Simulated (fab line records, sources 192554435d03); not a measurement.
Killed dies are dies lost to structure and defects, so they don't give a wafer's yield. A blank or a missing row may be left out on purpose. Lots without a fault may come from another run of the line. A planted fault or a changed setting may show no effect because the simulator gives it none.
Chamber matching | flow n5_finfet | N5_BEOL_M0_SAQP_ETCH_106 on rie_diel-01: 4 sister chambers
The step etches SOC in N2/H2, stops on SiNx, target depth 150 nm. 16 wafers are shown with their chamber, then 8 later ones without.

WAFERS WITH THEIR CHAMBER
wafer  | chamber | showerhead_plenum_p_Torr (Torr) | throttle_valve_pct (%) | drypump_motor_current_A (A)
L074.1 | 1       | 2.43                            | 18.08                  | 5.1
L074.5 | 3       | 2.58                            | 17.63                  | 5.6
L074.6 | 1       | 2.43                            | 18.08                  | 5.1
L075.2 | 1       | 2.43                            | 18.08                  | 5.1
L075.5 | 3       | 2.58                            | 17.61                  | 5.6
L075.6 | 0       | 2.39                            | 18.12                  | 5.3
L076.4 | 2       | 2.48                            | 17.48                  | 5.5
L076.5 | 0       | 2.39                            | 18.14                  | 5.4
L076.6 | 1       | 2.43                            | 18.08                  | 5.1
L078.4 | 1       | 2.43                            | 18.08                  | 5.1
L078.5 | 2       | 2.48                            | 17.47                  | 5.5
L078.6 | 0       | 2.39                            | 18.16                  | 5.4
L082.2 | 2       | 2.47                            | 17.50                  | 5.5
L082.3 | 1       | 2.42                            | 18.10                  | 5.1
L082.6 | 2       | 2.47                            | 17.51                  | 5.5
L084.1 | 1       | 2.42                            | 18.11                  | 5.1

SIGNATURES (means of the wafers above)
reading                  | chamber 0 | chamber 1 | chamber 2 | chamber 3 | scatter within a chamber
showerhead_plenum_p_Torr | 2.3900    | 2.4271    | 2.4750    | 2.5800    | 0.0045
throttle_valve_pct       | 18.1400   | 18.0871   | 17.4900   | 17.6200   | 0.0157
drypump_motor_current_A  | 5.367     | 5.100     | 5.500     | 5.600     | 0.0236
Rule: a wafer's distance from a chamber is the root of the sum, over the readings, of the square of ((its reading less the chamber's mean) divided by the reading's scatter). The wafer belongs to the nearest chamber; if the next one is less than 2 further off, it can't be placed. The scatter: the root of (the sum of the squares of (reading less its chamber's mean) over the shown wafers, divided by (wafers less chambers)).

WAFERS WITHOUT THEIR CHAMBER
wafer  | showerhead_plenum_p_Torr (Torr) | throttle_valve_pct (%) | drypump_motor_current_A (A)
L084.4 | 2.42                            | 18.12                  | 5.1
L084.6 | 2.57                            | 17.21                  | 5.6
L093.1 | 2.57                            | 17.24                  | 5.6
L093.5 | 2.57                            | 17.25                  | 5.6
L093.6 | 2.47                            | 17.53                  | 5.5
L097.1 | 2.41                            | 18.17                  | 5.1
L097.4 | 2.41                            | 18.17                  | 5.1
L097.5 | 2.46                            | 17.55                  | 5.5

WHICH CHAMBER EACH WENT THROUGH
wafer  | from the rows above     | in truth
L084.4 | 1                       | 1
L084.6 | can't be placed: 3 or 2 | 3
L093.1 | 3                       | 3
L093.5 | 3                       | 3
L093.6 | 2                       | 2
L097.1 | 1                       | 1
L097.4 | 1                       | 1
L097.5 | 2                       | 2
Placed correctly: 7 of 8. Can't be placed from these rows: 1 (the true chamber is among the candidates in 1). Placed wrongly: 0.
